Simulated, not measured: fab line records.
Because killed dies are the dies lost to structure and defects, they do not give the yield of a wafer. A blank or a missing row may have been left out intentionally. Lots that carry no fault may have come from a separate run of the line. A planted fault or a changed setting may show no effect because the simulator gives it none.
Chamber matching	flow n5-finfet	N5_BEOL_M0_ALD_136 on ald-metal-01 has 3 sister chambers
The step deposits TaN, pulse time 2 s, purge time 3 s, co reactant purge time 2 s. 6 wafers are shown with their chamber, then 7 later ones without.

## WAFERS, EACH WITH ITS CHAMBER
wafer	chamber	heater-power-w (W)
L087.4	1	537
L089.1	3	454
L089.4	2	408
L089.6	1	545
L091.2	2	409
L091.5	3	448

## WAFERS MISSING THEIR CHAMBER
wafer	heater-power-w (W)
L091.6	541
L092.4	537
L092.5	537
L092.6	418
L094.1	527
L094.5	407
L096.3	405

## EACH ONE'S CHAMBER
wafer	from the rows above	in truth
L091.6	1	1
L092.4	1	1
L092.5	1	1
L092.6	2	2
L094.1	1	1
L094.5	2	2
L096.3	2	2
Correct placement for 7 of the 7. From these rows, 0 cannot be placed. Number placed wrongly: 0.
How it was worked out, from the rows above alone: a wafer's distance from a chamber is the root of the sum, over the readings, of the square of ((its reading less the chamber's mean) divided by the reading's scatter). If the next closest chamber is less than 2 further off than the closest, the wafer can't be placed; otherwise it belongs to the closest. For every chamber, the mean is computed from those of its wafers that are shown. The scatter is the square root of a quotient: the sum, over the shown wafers, of each reading's squared deviation from its chamber's mean, divided by wafers minus chambers.
